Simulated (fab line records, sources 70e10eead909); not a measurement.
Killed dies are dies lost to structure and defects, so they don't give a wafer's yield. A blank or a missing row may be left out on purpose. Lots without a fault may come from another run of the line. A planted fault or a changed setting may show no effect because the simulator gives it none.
Chamber matching | flow nand_harc | NHARC_P_M1_STRIP_18 on rie_diel-03: 4 sister chambers
The step strips in N2/H2. 8 wafers are shown with their chamber, then 9 later ones without.

WAFERS WITH THEIR CHAMBER
wafer  | chamber | drypump_motor_current_A (A) | showerhead_plenum_p_Torr (Torr)
L824.6 | 3       | 6.1                         | 1.93
L827.3 | 0       | 5.7                         | 1.94
L827.5 | 0       | 5.7                         | 1.94
L833.5 | 1       | 5.8                         | 2.12
L833.6 | 2       | 5.0                         | 1.99
L837.1 | 3       | 6.1                         | 1.92
L837.2 | 1       | 5.7                         | 2.12
L837.5 | 2       | 5.0                         | 1.99

WAFERS WITHOUT THEIR CHAMBER
wafer  | drypump_motor_current_A (A) | showerhead_plenum_p_Torr (Torr)
L840.1 | 5.0                         | 1.99
L840.3 | 5.8                         | 1.93
L840.5 | 5.0                         | 1.99
L839.2 | 5.0                         | 1.99
L839.4 | 6.1                         | 1.92
L839.6 | 5.7                         | 1.93
L842.2 | 6.1                         | 1.92
L842.3 | 5.8                         | 1.93
L842.6 | 6.1                         | 1.92

WHICH CHAMBER EACH WENT THROUGH
wafer  | from the rows above | in truth
L840.1 | 2                   | 2
L840.3 | 0                   | 0
L840.5 | 2                   | 2
L839.2 | 2                   | 2
L839.4 | 3                   | 3
L839.6 | 0                   | 0
L842.2 | 3                   | 3
L842.3 | 0                   | 0
L842.6 | 3                   | 3
Placed correctly: 9 of 9. Can't be placed from these rows: 0. Placed wrongly: 0.
How it was worked out, from the rows above alone: a wafer's distance from a chamber is the root of the sum, over the readings, of the square of ((its reading less the chamber's mean) divided by the reading's scatter). The wafer belongs to the nearest chamber; if the next one is less than 2 further off, it can't be placed. A chamber's mean is the mean of its shown wafers. The scatter: the root of (the sum of the squares of (reading less its chamber's mean) over the shown wafers, divided by (wafers less chambers)).
